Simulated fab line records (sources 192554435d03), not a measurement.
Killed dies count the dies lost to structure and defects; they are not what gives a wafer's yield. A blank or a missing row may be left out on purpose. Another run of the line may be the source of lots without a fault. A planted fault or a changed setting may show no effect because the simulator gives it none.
fab line records	flow n5_finfet
record lots=24	wafers=72	last_day=17
route steps=1938 shown MOL_CONTACT_COAG@543
lots that met no fault: taken from a fault-free run of the same line
start_h: hours from the record's opening day to when the first of the lot's shown wafers began	wait_h: hours since the lot's step before	" same as the row above	L1.1+2: a row that stands for several wafers	- either no value or no given start	* or withheld: withheld	< > ~ a bound
route shown NAME@n: NAME is a module with steps in the file, n the number in the route of the first one	usual: mean/standard deviation taken from wafers without a fault	same: alike in all rows	chamber/n: place in a boat	sites: the reading at each site	_std_site: standard deviation of those values	_edge_site: outer sites' mean less inner sites'	radius_mm: how far each site lies from the wafer's centre	mask NAME#n: copy n	behind: the last tool/chamber to shape the wafer	hold: reason for holding the lot/hours on hold/outcome of the hold	device: transistor that didn't switch, given as n, p or np	end of line: at the end of the route, the tests of the same wafers	step lacking rows: just its recipe	killed: dies lost to structure and defects at the first sort, not the wafer's yield	map: shows each die of a wafer: x if killed, . if not, _ if none is there
set.NAME: the setting the step ran with; set.NAME@STEP: the setting that earlier step ran with	model.NAME: the simulator's own value behind a step, which no gauge read
the route's steps for a sample of lots (tables are steps, rows are wafers)
services: the hour from which a tool's chamber was out of use, counted from the record's first day as start_h (under 0 if before that day), plus the number of hours and why
## steps
# step N5_MOL_CONTACT_COAG_TI_SIL_19
# recipe material=Ti	target_thk_a=42	temp_c=200	chamber_pressure_pa=5	power_w=5000	time_s=15
# usual throttle_valve_pct=30.1/0.42
lot.wafer	tool	chamber	start_h	wait_h	throttle_valve_pct
L075.1	pvd_sputter-03	-	93.59	0.3	30.8
L075.4	"	-	"	"	30.0
L075.5	"	-	"	"	30.6
L074.1	pvd_sputter-02	-	93.63	0.5	30.3
L074.3	"	-	"	"	29.8
L074.6	"	-	"	"	30.3
L076.2	pvd_sputter-03	-	101.36	0.3	29.6
L076.3	"	-	"	"	29.7
L076.6	"	-	"	"	30.3
L077.3	pvd_sputter-02	-	112.06	0.8	29.7
L077.4	"	-	"	"	29.7
L077.6	"	-	"	"	30.1
L078.1	pvd_sputter-01	-	117.61	0.3	31.0
L078.3	"	-	"	"	29.4
L078.5	"	-	"	"	30.0
L079.1	pvd_sputter-02	-	121.77	0.3	30.4
L079.5	"	-	"	"	30.1
L079.6	"	-	"	"	30.5
L080.1	pvd_sputter-01	-	127.54	0.2	29.7
L080.4	"	-	"	"	30.8
L080.6	"	-	"	"	29.5
L081.4	pvd_sputter-01	-	131.26	0.1	30.9
L081.5	"	-	"	"	30.1
L081.6	"	-	"	"	29.4
L082.2	pvd_sputter-02	-	135.82	0.2	30.1
L082.3	"	-	"	"	29.6
L082.6	"	-	"	"	30.5
L083.1	pvd_sputter-02	-	143.91	1.1	30.3
L083.2	"	-	"	"	29.6
L083.4	"	-	"	"	30.6
L084.1	pvd_sputter-03	-	152.01	0.3	30.4
L084.2	"	-	"	"	30.3
L084.3	"	-	"	"	29.8
L085.2	pvd_sputter-02	-	159.90	0.1	30.1
L085.3	"	-	"	"	30.4
L085.4	"	-	"	"	29.2
L086.2	pvd_sputter-03	-	165.94	0.6	29.9
L086.3	"	-	"	"	30.7
L086.5	"	-	"	"	30.4
L087.2	pvd_sputter-02	-	170.14	0.3	30.8
L087.3	"	-	"	"	30.3
L087.6	"	-	"	"	29.8
L088.1	pvd_sputter-02	-	174.14	0.2	30.8
L088.3	"	-	"	"	29.9
L088.4	"	-	"	"	30.6
L089.3	pvd_sputter-01	-	179.81	0.1	30.0
L089.5	"	-	"	"	30.8
L089.6	"	-	"	"	29.9
L090.2	pvd_sputter-03	-	184.86	0.2	29.8
L090.5	"	-	"	"	30.0
L090.6	"	-	"	"	30.6
L091.2	pvd_sputter-01	-	194.52	0.2	30.7
L091.5	"	-	"	"	30.7
L091.6	"	-	"	"	30.0
L092.1	pvd_sputter-03	-	202.49	0.3	30.5
L092.4	"	-	"	"	29.8
L092.6	"	-	"	"	29.9
L093.3	pvd_sputter-03	-	214.20	1.5	29.6
L093.4	"	-	"	"	30.6
L093.6	"	-	"	"	30.3
L094.1	pvd_sputter-01	-	216.78	0.2	30.7
L094.2	"	-	"	"	29.3
L094.6	"	-	"	"	29.8
L095.1	pvd_sputter-01	-	219.15	0.3	30.0
L095.2	"	-	"	"	30.7
L095.4	"	-	"	"	29.9
L096.2	pvd_sputter-02	-	225.75	0.2	30.0
L096.4	"	-	"	"	30.5
L096.5	"	-	"	"	30.2
L097.1	pvd_sputter-02	-	228.69	0.2	29.9
L097.2	"	-	"	"	30.8
L097.5	"	-	"	"	30.2
# step N5_MOL_CONTACT_COAG_PRE_CLEAN_142
# recipe gas=H2/He	time_s=60	temp_c=300
# usual heater_power_w=473/59
lot.wafer	tool	chamber	start_h	wait_h	heater_power_w
L075.1	pvd_sputter-03	-	97.75	2.1	416
L075.4	"	-	"	"	494
L075.5	"	-	"	"	486
L074.1	pvd_sputter-03	-	97.91	1.9	505
L074.3	"	-	"	"	468
L074.6	"	-	"	"	474
L076.2	pvd_sputter-03	-	104.18	0.9	421
L076.3	"	-	"	"	417
L076.6	"	-	"	"	408
L077.3	pvd_sputter-01	-	117.45	0.7	516
L077.4	"	-	"	"	481
L077.6	"	-	"	"	551
L078.1	pvd_sputter-01	-	121.79	1.3	473
L078.3	"	-	"	"	556
L078.5	"	-	"	"	447
L079.1	pvd_sputter-02	-	127.95	2.4	387
L079.5	"	-	"	"	582
L079.6	"	-	"	"	557
L080.1	pvd_sputter-03	-	131.41	1.5	485
L080.4	"	-	"	"	463
L080.6	"	-	"	"	404
L081.4	pvd_sputter-03	-	134.25	0.7	470
L081.5	"	-	"	"	483
L081.6	"	-	"	"	497
L082.2	pvd_sputter-01	-	139.33	1.5	557
L082.3	"	-	"	"	510
L082.6	"	-	"	"	553
L083.1	pvd_sputter-02	-	148.19	2.4	589
L083.2	"	-	"	"	432
L083.4	"	-	"	"	553
L084.1	pvd_sputter-02	-	156.14	2.0	546
L084.2	"	-	"	"	394
L084.3	"	-	"	"	569
L085.2	pvd_sputter-03	-	166.34	2.6	417
L085.3	"	-	"	"	500
L085.4	"	-	"	"	480
L086.2	pvd_sputter-03	-	170.95	2.5	491
L086.3	"	-	"	"	413
L086.5	"	-	"	"	416
L087.2	pvd_sputter-02	-	173.90	1.5	379
L087.3	"	-	"	"	598
L087.6	"	-	"	"	391
L088.1	pvd_sputter-03	-	179.70	2.3	411
L088.3	"	-	"	"	458
L088.4	"	-	"	"	496
L089.3	pvd_sputter-03	-	183.90	1.9	494
L089.5	"	-	"	"	470
L089.6	"	-	"	"	417
L090.2	pvd_sputter-01	-	191.10	2.8	475
L090.5	"	-	"	"	544
L090.6	"	-	"	"	518
L091.2	pvd_sputter-02	-	198.59	2.2	545
L091.5	"	-	"	"	574
L091.6	"	-	"	"	387
L092.1	pvd_sputter-02	-	206.26	2.0	583
L092.4	"	-	"	"	425
L092.6	"	-	"	"	586
L093.3	pvd_sputter-01	-	218.91	0.8	472
L093.4	"	-	"	"	564
L093.6	"	-	"	"	479
L094.1	pvd_sputter-01	-	219.30	0.8	535
L094.2	"	-	"	"	504
L094.6	"	-	"	"	439
L095.1	pvd_sputter-03	-	222.17	1.4	500
L095.2	"	-	"	"	422
L095.4	"	-	"	"	427
L096.2	pvd_sputter-03	-	229.21	0.8	408
L096.4	"	-	"	"	467
L096.5	"	-	"	"	463
L097.1	pvd_sputter-01	-	232.48	1.7	520
L097.2	"	-	"	"	483
L097.5	"	-	"	"	508
# step N5_MOL_CONTACT_COAG_CMP_23
# recipe stop_on=SiO2	t_overpolish_s=1.5	post_cmp_clean=cu_alkaline	down_force_psi=2	platen_rpm=50.289	pad_velocity_m_s=1.0006	target_thk_nm=0
# usual edge_zone_pressure_frac=1.000/0.0052	motor_current_A=8.0/0.51	overpolish_run_s=1.500/0.01	platen_rpm=50.29/0.035	time_to_endpoint_s=10.1/1.8
lot.wafer	tool	chamber	start_h	wait_h	edge_zone_pressure_frac	motor_current_A	overpolish_run_s	platen_rpm	time_to_endpoint_s
L075.4	cmp-04	3	98.03	0.1	1.005	8.6	1.495	50.28	13.5
L075.1	"	0	"	"	1.002	7.5	1.485	50.27	13.5
L075.5	"	2	"	"	1.006	8.8	1.501	50.31	12.0
L074.1	cmp-04	0	98.22	0.1	0.996	7.9	1.502	50.28	11.3
L074.3	"	2	"	"	0.997	9.0	1.517	50.28	12.8
L074.6	"	1	"	"	1.002	8.1	1.505	50.29	11.0
L076.2	cmp-01	2	104.49	0.1	0.995	7.1	1.507	50.25	10.5
L076.3	"	3	"	"	0.998	7.6	1.505	50.25	10.7
L076.6	"	1	"	"	1.002	8.6	1.497	50.34	9.4
L077.4	cmp-04	3	117.69	0.0	1.001	8.6	1.512	50.26	12.5
L077.3	"	1	"	"	1.000	8.2	1.486	50.23	12.8
L077.6	"	3	"	"	1.005	8.1	1.512	50.31	11.3
L078.1	cmp-04	0	122.03	0.0	0.993	7.7	1.502	50.38	10.7
L078.3	"	3	"	"	1.000	8.2	1.502	50.31	11.3
L078.5	"	1	"	"	1.002	7.9	1.489	50.29	7.1
L079.1	cmp-04	2	128.23	0.1	0.999	8.4	1.488	50.30	8.9
L079.5	"	1	"	"	1.007	8.2	1.517	50.29	7.3
L079.6	"	2	"	"	0.995	8.5	1.500	50.21	7.3
L080.1	cmp-04	1	131.69	0.1	0.994	8.4	1.488	50.25	13.1
L080.4	"	3	"	"	0.998	8.0	1.487	50.30	11.4
L080.6	"	1	"	"	0.993	8.2	1.505	50.33	11.8
L081.4	cmp-01	0	134.60	0.1	1.003	7.9	1.488	50.34	7.5
L081.5	"	1	"	"	1.006	8.9	1.497	50.22	8.5
L081.6	"	2	"	"	1.002	6.9	1.515	50.31	9.7
L082.3	cmp-04	3	139.61	0.1	1.011	8.7	1.516	50.31	10.7
L082.2	"	0	"	"	1.005	7.6	1.493	50.33	10.6
L082.6	"	3	"	"	1.003	8.4	1.496	50.30	12.1
L083.2	cmp-01	2	148.46	0.0	0.994	6.9	1.495	50.25	9.0
L083.4	"	3	"	"	0.997	8.0	1.497	50.29	12.1
L083.1	"	0	"	"	0.999	7.6	1.494	50.28	9.8
L084.1	cmp-01	0	156.38	0.0	0.999	7.8	1.513	50.27	10.7
L084.2	"	2	"	"	0.996	7.0	1.491	50.28	10.6
L084.3	"	3	"	"	0.995	7.9	1.478	50.33	12.5
L085.4	cmp-03	0	166.62	0.1	1.007	7.2	1.485	50.31	10.3
L085.3	"	1	"	"	0.997	8.3	1.499	50.28	11.3
L085.2	"	2	"	"	0.996	8.1	1.504	50.29	9.9
L086.3	cmp-03	1	171.19	0.0	1.000	7.9	1.515	50.29	7.0
L086.2	"	2	"	"	0.999	8.5	1.502	50.33	6.4
L086.5	"	2	"	"	0.998	8.1	1.531	50.31	7.6
L087.2	cmp-04	3	174.14	0.0	1.000	8.4	1.525	50.26	10.9
L087.3	"	0	"	"	0.992	7.9	1.495	50.26	11.8
L087.6	"	3	"	"	0.997	8.5	1.505	50.27	9.7
L088.4	cmp-04	2	179.95	0.0	1.001	9.0	1.501	50.30	11.7
L088.1	"	3	"	"	0.994	8.4	1.501	50.34	9.4
L088.3	"	0	"	"	0.993	7.2	1.503	50.28	11.4
L089.3	cmp-04	1	184.28	0.1	1.000	7.8	1.496	50.30	9.4
L089.6	"	2	"	"	1.002	8.4	1.490	50.30	7.8
L089.5	"	3	"	"	1.002	8.4	1.486	50.31	9.9
L090.2	cmp-03	2	191.35	0.0	0.994	7.8	1.516	50.25	12.1
L090.6	"	2	"	"	0.996	8.1	1.494	50.32	11.0
L090.5	"	3	"	"	0.995	8.2	1.507	50.26	13.1
L091.2	cmp-01	3	198.91	0.1	1.003	8.0	1.505	50.32	7.8
L091.5	"	1	"	"	0.993	8.8	1.500	50.27	7.5
L091.6	"	2	"	"	1.000	7.3	1.477	50.26	6.4
L092.1	cmp-01	0	206.50	0.0	1.002	8.0	1.511	50.29	8.1
L092.4	"	3	"	"	0.993	7.7	1.510	50.27	8.6
L092.6	"	1	"	"	1.007	8.7	1.493	50.34	8.9
L093.3	cmp-01	2	219.35	0.2	0.994	7.2	1.515	50.34	8.2
L093.4	"	3	"	"	0.991	7.4	1.483	50.36	11.4
L093.6	"	1	"	"	0.997	8.4	1.499	50.32	10.7
L094.2	cmp-01	1	219.76	0.2	1.000	8.6	1.501	50.25	9.9
L094.1	"	3	"	"	1.002	8.1	1.511	50.28	8.3
L094.6	"	1	"	"	1.000	8.7	1.496	50.36	6.7
L095.1	cmp-04	1	222.56	0.2	1.017	8.2	1.501	50.33	10.4
L095.4	"	2	"	"	1.006	8.4	1.488	50.25	9.3
L095.2	"	3	"	"	1.009	8.6	1.500	50.25	9.7
L096.4	cmp-04	3	229.53	0.1	1.004	7.9	1.512	50.30	9.0
L096.2	"	0	"	"	0.998	8.1	1.507	50.26	9.4
L096.5	"	1	"	"	1.004	8.2	1.497	50.31	9.2
L097.2	cmp-01	1	232.76	0.1	1.001	8.7	1.523	50.27	12.8
L097.1	"	2	"	"	1.009	7.0	1.489	50.29	8.1
L097.5	"	0	"	"	1.001	7.6	1.504	50.34	11.9
# step N5_MOL_CONTACT_COAG_CMP_28
# recipe stop_on=SiNx	t_overpolish_s=0.85	post_cmp_clean=alkaline_brush	down_force_psi=4.15	platen_rpm=51.8	pad_velocity_m_s=1.0307	target_thk_nm=14.522
# usual edge_zone_pressure_frac=1.000/0.0049	motor_current_A=12.4/0.72	platen_rpm=51.799/0.029	time_to_endpoint_s=5.2/1.8
lot.wafer	tool	chamber	start_h	wait_h	edge_zone_pressure_frac	motor_current_A	platen_rpm	time_to_endpoint_s
L075.1	cmp-03	3	100.42	0.8	1.002	13.0	51.812	8.0
L075.4	"	0	"	"	1.007	11.1	51.789	5.7
L075.5	"	3	"	"	1.001	12.4	51.797	5.9
L074.3	cmp-01	2	100.72	0.9	0.997	11.4	51.761	5.2
L074.1	"	3	"	"	0.995	11.7	51.820	3.9
L074.6	"	0	"	"	0.998	12.2	51.806	6.6
L076.2	cmp-01	3	106.90	0.8	0.999	11.7	51.816	5.4
L076.3	"	0	"	"	1.008	12.1	51.777	4.8
L076.6	"	3	"	"	1.005	12.4	51.811	3.4
L077.4	cmp-01	1	120.20	0.8	0.998	13.3	51.842	6.7
L077.3	"	2	"	"	1.003	11.1	51.792	4.3
L077.6	"	1	"	"	0.989	12.2	51.743	3.8
L078.3	cmp-04	0	124.42	0.8	1.002	11.7	51.799	8.6
L078.1	"	2	"	"	1.006	13.3	51.830	8.7
L078.5	"	1	"	"	1.004	12.5	51.816	9.7
L079.1	cmp-03	2	130.61	0.8	1.001	12.6	51.779	3.2
L079.5	"	1	"	"	1.000	12.4	51.764	2.0
L079.6	"	2	"	"	1.004	12.3	51.748	1.4
L080.4	cmp-04	0	134.12	0.9	0.996	11.3	51.789	9.7
L080.1	"	1	"	"	0.996	12.0	51.774	6.1
L080.6	"	3	"	"	1.001	13.0	51.752	9.5
L081.4	cmp-03	1	137.03	0.9	0.991	12.3	51.836	3.6
L081.6	"	2	"	"	0.999	12.6	51.768	3.7
L081.5	"	3	"	"	0.992	12.4	51.808	1.2
L082.2	cmp-01	1	142.03	0.8	0.998	13.0	51.793	5.3
L082.3	"	2	"	"	0.996	11.3	51.799	2.1
L082.6	"	1	"	"	0.998	13.0	51.815	5.6
L083.1	cmp-03	2	152.19	0.8	1.002	12.0	51.826	4.6
L083.2	"	3	"	"	0.999	12.7	51.793	4.9
L083.4	"	1	"	"	0.998	13.0	51.864	4.3
L084.2	cmp-03	3	158.81	0.8	1.002	12.3	51.847	5.7
L084.3	"	0	"	"	1.002	11.3	51.759	6.5
L084.1	"	1	"	"	1.001	11.9	51.822	5.1
L085.4	cmp-04	1	169.11	0.0	0.984	12.7	51.791	4.4
L085.2	"	2	"	"	0.999	13.4	51.772	4.3
L085.3	"	3	"	"	0.991	13.3	51.795	4.0
L086.3	cmp-01	1	173.62	0.8	1.004	13.1	51.785	6.3
L086.2	"	2	"	"	1.007	10.7	51.833	3.4
L086.5	"	0	"	"	0.995	11.6	51.842	6.1
L087.2	cmp-04	2	176.54	0.8	0.996	13.2	51.793	6.6
L087.3	"	3	"	"	0.996	13.7	51.798	6.7
L087.6	"	3	"	"	0.996	12.8	51.807	8.0
L088.1	cmp-01	0	182.39	0.8	0.998	12.8	51.830	3.5
L088.3	"	1	"	"	0.998	13.1	51.812	3.5
L088.4	"	2	"	"	0.998	11.3	51.783	3.9
L089.3	cmp-04	0	186.63	0.9	1.002	11.3	51.810	7.2
L089.6	"	2	"	"	1.000	13.1	51.759	8.6
L089.5	"	3	"	"	1.009	12.4	51.837	3.5
L090.2	cmp-03	0	193.81	0.9	1.003	10.8	51.818	7.4
L090.6	"	2	"	"	1.000	12.0	51.757	5.6
L090.5	"	3	"	"	0.996	12.0	51.769	7.6
L091.2	cmp-04	0	201.30	0.9	1.009	11.8	51.753	6.1
L091.6	"	2	"	"	0.998	13.7	51.791	8.4
L091.5	"	3	"	"	0.998	13.0	51.803	3.8
L092.4	cmp-04	1	209.24	0.0	0.996	12.4	51.817	6.0
L092.1	"	2	"	"	1.002	13.0	51.811	4.3
L092.6	"	1	"	"	1.000	12.0	51.824	4.1
L093.4	cmp-04	0	221.71	0.8	1.006	11.4	51.770	4.9
L093.3	"	3	"	"	1.001	13.4	51.765	5.3
L093.6	"	1	"	"	1.002	12.5	51.769	4.6
L094.2	cmp-04	0	222.37	0.8	0.993	11.6	51.825	6.1
L094.1	"	1	"	"	1.000	12.3	51.792	4.3
L094.6	"	3	"	"	1.002	12.9	51.790	2.3
L095.1	cmp-04	1	225.03	0.9	1.007	11.7	51.822	5.3
L095.2	"	3	"	"	0.995	12.1	51.827	5.6
L095.4	"	0	"	"	1.007	11.7	51.832	5.0
L096.4	cmp-01	2	231.84	0.8	1.003	10.9	51.842	2.0
L096.2	"	1	"	"	0.995	12.8	51.806	2.8
L096.5	"	2	"	"	0.993	11.1	51.781	3.7
L097.2	cmp-04	2	235.15	0.8	1.001	13.4	51.821	4.3
L097.1	"	1	"	"	1.000	12.3	51.769	2.9
L097.5	"	2	"	"	0.997	13.3	51.839	4.1
# step N5_MOL_CONTACT_COAG_THK_MEAS_29
# recipe reads=SiNx_of_GATE_CUT_PECVD_57+SiNx_of_GATE_CUT_SAC_CAP_01
# usual MD_CAP_THK=17.92/0.072
lot.wafer	tool	chamber	start_h	wait_h	MD_CAP_THK[nm]
L075.1	film_metro-02	-	100.67	-	17.88
L075.4	"	-	"	"	17.99
L075.5	"	-	"	"	17.89
L074.1	film_metro-01	-	100.94	-	17.84
L074.3	"	-	"	"	17.86
L074.6	"	-	"	"	17.83
L076.2	film_metro-02	-	107.16	-	17.86
L076.3	"	-	"	"	17.95
L076.6	"	-	"	"	17.94
L077.3	film_metro-02	-	120.46	-	18.01
L077.4	"	-	"	"	17.90
L077.6	"	-	"	"	17.74
L078.1	film_metro-01	-	124.72	-	18.01
L078.3	"	-	"	"	18.05
L078.5	"	-	"	"	17.99
L079.1	film_metro-02	-	130.87	-	17.94
L079.5	"	-	"	"	17.95
L079.6	"	-	"	"	17.88
L080.1	film_metro-02	-	134.33	-	17.93
L080.4	"	-	"	"	17.91
L080.6	"	-	"	"	17.84
L081.4	film_metro-01	-	137.22	-	18.02
L081.5	"	-	"	"	17.94
L081.6	"	-	"	"	18.10
L082.2	film_metro-01	-	142.29	-	17.89
L082.3	"	-	"	"	17.94
L082.6	"	-	"	"	17.97
L083.1	film_metro-02	-	152.48	-	17.85
L083.2	"	-	"	"	17.94
L083.4	"	-	"	"	17.81
L084.1	film_metro-01	-	159.06	-	17.79
L084.2	"	-	"	"	17.82
L084.3	"	-	"	"	17.98
L085.2	film_metro-01	-	169.40	-	18.01
L085.3	"	-	"	"	17.92
L085.4	"	-	"	"	17.92
L086.2	film_metro-02	-	173.88	-	17.89
L086.3	"	-	"	"	17.93
L086.5	"	-	"	"	18.07
L087.2	film_metro-01	-	176.83	-	17.83
L087.3	"	-	"	"	17.95
L087.6	"	-	"	"	17.89
L088.1	film_metro-02	-	182.64	-	18.11
L088.3	"	-	"	"	17.98
L088.4	"	-	"	"	18.03
L089.3	film_metro-01	-	186.85	-	17.90
L089.5	"	-	"	"	17.99
L089.6	"	-	"	"	17.97
L090.2	film_metro-01	-	194.03	-	18.00
L090.5	"	-	"	"	17.95
L090.6	"	-	"	"	17.99
L091.2	film_metro-02	-	201.52	-	17.96
L091.5	"	-	"	"	17.95
L091.6	"	-	"	"	17.94
L092.1	film_metro-02	-	209.54	-	17.87
L092.4	"	-	"	"	17.85
L092.6	"	-	"	"	17.78
L093.3	film_metro-01	-	222.00	-	17.88
L093.4	"	-	"	"	17.79
L093.6	"	-	"	"	17.86
L094.1	film_metro-02	-	222.63	-	17.91
L094.2	"	-	"	"	17.93
L094.6	"	-	"	"	17.87
L095.1	film_metro-02	-	225.33	-	17.97
L095.2	"	-	"	"	18.07
L095.4	"	-	"	"	17.87
L096.2	film_metro-01	-	232.14	-	17.88
L096.4	"	-	"	"	18.02
L096.5	"	-	"	"	17.94
L097.1	film_metro-01	-	235.45	-	18.00
L097.2	"	-	"	"	17.97
L097.5	"	-	"	"	18.04
# step N5_MOL_CONTACT_COAG_DESCUM_45
# recipe chemistry=O2	time_s=7	source_power_w=50	bias_power_w=20	pressure_mtorr=20	rf_frequency_hz=2.712e+07	temp_c=40	resist=CAR-EUV	o2_flow_sccm=225
# usual drypump_motor_current_A=5.6/0.49	oes_product_au=0.81/0.089	rf_vpp_V=243.2/1.2	showerhead_plenum_p_Torr=2.10/0.052	throttle_valve_pct=20.34/0.23
lot.wafer	tool	chamber	start_h	wait_h	drypump_motor_current_A	oes_product_au	rf_hours_counter_h	rf_vpp_V	showerhead_plenum_p_Torr	throttle_valve_pct
L075.1	rie_diel-02	2	103.43	0.0	4.9	0.82	77	244.7	2.11	20.53
L075.4	"	0	"	"	5.0	0.68	-	241.3	1.98	20.64
L075.5	"	2	"	"	4.9	0.84	-	244.5	2.11	20.55
L074.1	rie_diel-06	2	104.23	0.4	6.1	0.91	14	243.6	2.06	20.33
L074.3	"	1	"	"	5.2	0.67	249	244.0	2.15	20.81
L074.6	"	2	"	"	6.1	0.91	-	242.3	2.06	20.31
L076.2	rie_diel-06	3	109.61	0.0	5.0	0.73	198	245.5	2.08	20.55
L076.3	"	0	"	"	5.8	0.74	179	242.1	2.07	20.26
L076.6	"	2	"	"	6.1	0.91	-	242.2	2.05	20.30
L077.3	rie_diel-06	0	122.96	0.0	5.8	0.73	184	242.8	2.07	20.29
L077.4	"	0	"	"	5.8	0.73	-	244.1	2.07	20.28
L077.6	"	3	"	"	5.0	0.73	-	242.9	2.07	20.56
L078.1	rie_diel-04	2	127.46	0.0	5.1	0.94	25	244.4	2.12	20.04
L078.3	"	1	"	"	5.5	0.72	182	242.9	2.08	20.55
L078.5	"	3	"	"	5.5	0.81	-	242.7	2.11	20.40
L079.1	rie_diel-04	0	133.43	0.0	6.2	0.86	40	243.2	2.13	19.90
L079.5	"	1	"	"	5.5	0.73	-	242.0	2.08	20.57
L079.6	"	0	"	"	6.2	0.87	-	243.9	2.13	19.90
L080.1	rie_diel-02	0	137.36	0.0	5.0	0.67	241	239.8	1.97	20.64
L080.4	"	3	"	"	5.9	0.91	28	244.8	2.22	20.13
L080.6	"	0	"	"	5.0	0.67	-	241.7	1.97	20.65
L081.4	rie_diel-04	3	140.01	0.0	5.5	0.81	98	242.8	2.11	20.39
L081.5	"	0	"	"	6.2	0.87	-	242.7	2.13	19.89
L081.6	"	1	"	"	5.5	0.73	-	243.5	2.08	20.57
L082.2	rie_diel-02	0	147.28	0.0	5.0	0.67	245	241.4	1.97	20.66
L082.3	"	1	"	"	6.7	0.95	13	242.3	2.06	20.27
L082.6	"	3	"	"	5.9	0.91	-	244.0	2.22	20.13
L083.1	rie_diel-04	2	157.65	0.0	5.1	0.92	36	244.0	2.12	20.07
L083.2	"	3	"	"	5.5	0.80	105	244.1	2.11	20.42
L083.4	"	1	"	"	5.5	0.72	192	243.0	2.08	20.56
L084.1	rie_diel-06	0	161.33	0.0	5.8	0.72	198	243.1	2.07	20.31
L084.2	"	1	"	"	5.3	0.92	11	244.7	2.14	20.43
L084.3	"	3	"	"	5.0	0.71	217	242.2	2.07	20.57
L085.2	rie_diel-06	2	171.93	0.1	6.1	0.86	39	242.8	2.05	20.35
L085.3	"	1	"	"	5.3	0.92	15	244.3	2.14	20.43
L085.4	"	3	"	"	5.0	0.72	222	242.4	2.07	20.59
L086.2	rie_diel-02	1	176.45	0.0	6.7	0.93	26	243.0	2.05	20.27
L086.3	"	0	"	"	5.0	0.99	0	245.9	2.23	20.26
L086.5	"	0	"	"	5.0	1.00	-	245.5	2.23	20.26
L087.2	rie_diel-04	3	179.17	0.0	5.5	0.79	112	242.8	2.11	20.41
L087.3	"	0	"	"	6.2	0.84	55	243.3	2.13	19.93
L087.6	"	0	"	"	6.2	0.84	-	241.9	2.13	19.94
L088.1	rie_diel-02	3	186.16	0.0	5.9	0.89	46	245.8	2.22	20.17
L088.3	"	0	"	"	5.0	0.96	3	245.8	2.23	20.24
L088.4	"	2	"	"	5.0	0.79	108	244.5	2.10	20.60
L089.3	rie_diel-04	2	189.10	0.0	5.1	0.90	46	242.6	2.12	20.08
L089.5	"	3	"	"	5.5	0.78	-	243.3	2.11	20.42
L089.6	"	0	"	"	6.3	0.84	-	245.1	2.13	19.91
L090.2	rie_diel-04	3	197.01	0.0	5.5	0.79	117	242.4	2.10	20.43
L090.5	"	1	"	"	5.5	0.71	-	242.6	2.07	20.59
L090.6	"	2	"	"	5.1	0.90	-	245.0	2.12	20.08
L091.2	rie_diel-06	0	204.78	0.0	5.8	0.70	214	242.3	2.06	20.34
L091.5	"	0	"	"	5.8	0.71	-	242.8	2.06	20.32
L091.6	"	1	"	"	5.3	0.89	-	243.4	2.14	20.43
L092.1	rie_diel-04	3	213.05	0.6	5.5	0.78	124	242.3	2.10	20.43
L092.4	"	1	"	"	5.5	0.70	210	243.4	2.07	20.58
L092.6	"	1	"	"	5.5	0.70	-	243.3	2.07	20.61
L093.3	rie_diel-06	0	224.71	0.2	5.8	0.71	222	242.3	2.06	20.34
L093.4	"	0	"	"	5.8	0.70	-	242.6	2.06	20.33
L093.6	"	3	"	"	5.0	0.70	-	244.2	2.06	20.61
L094.1	rie_diel-04	2	226.52	0.4	5.1	0.88	59	243.5	2.11	20.11
L094.2	"	1	"	"	5.4	0.70	215	242.7	2.07	20.61
L094.6	"	3	"	"	5.5	0.78	-	243.4	2.10	20.44
L095.1	rie_diel-06	3	228.16	0.0	4.9	0.69	245	243.5	2.06	20.62
L095.2	"	0	"	"	5.8	0.70	224	241.6	2.06	20.33
L095.4	"	1	"	"	5.3	0.88	27	243.8	2.14	20.44
L096.2	rie_diel-04	3	237.37	1.5	5.5	0.78	133	242.8	2.10	20.45
L096.4	"	1	"	"	5.5	0.70	221	242.1	2.07	20.62
L096.5	"	2	"	"	5.1	0.87	-	243.9	2.11	20.11
L097.1	rie_diel-04	1	240.82	0.7	5.5	0.70	222	242.6	2.07	20.61
L097.2	"	2	"	"	5.2	0.87	65	243.7	2.11	20.11
L097.5	"	2	"	"	5.1	0.87	-	243.6	2.11	20.12
## services
tool	chamber	start_h	hours	kind
pvd_sputter-03	-	80.42	8.4	repair
cmp-01	-	86.56	0.9	repair
cmp-01	-	96.03	3.6	repair
rie_diel-04	1	107.47	3.4	repair
pvd_sputter-03	-	118.23	5.8	repair
cmp-01	-	129.65	4.0	pm
cmp-01	-	133.65	-	consumable_replace:conditioner
cmp-01	-	137.34	3.7	repair
cmp-04	-	145.72	5.4	pm
rie_diel-06	-	153.59	1.2	repair
cmp-04	-	153.98	1.3	repair
pvd_sputter-01	-	164.86	1.5	repair
cmp-01	-	167.41	5.2	pm
cmp-01	-	173.97	1.1	repair
rie_diel-06	1	175.24	16.7	repair
pvd_sputter-02	-	187.05	3.7	repair
rie_diel-02	3	196.56	2.4	repair
cmp-03	-	210.09	40.3	repair
cmp-04	-	213.26	4.0	pm
cmp-04	-	217.26	-	consumable_replace:conditioner
cmp-04	-	217.26	-	consumable_replace:pad
rie_diel-02	-	217.41	0.9	repair
cmp-04	-	218.03	3.4	repair
rie_diel-02	-	221.67	28.1	pm
## key
fault none
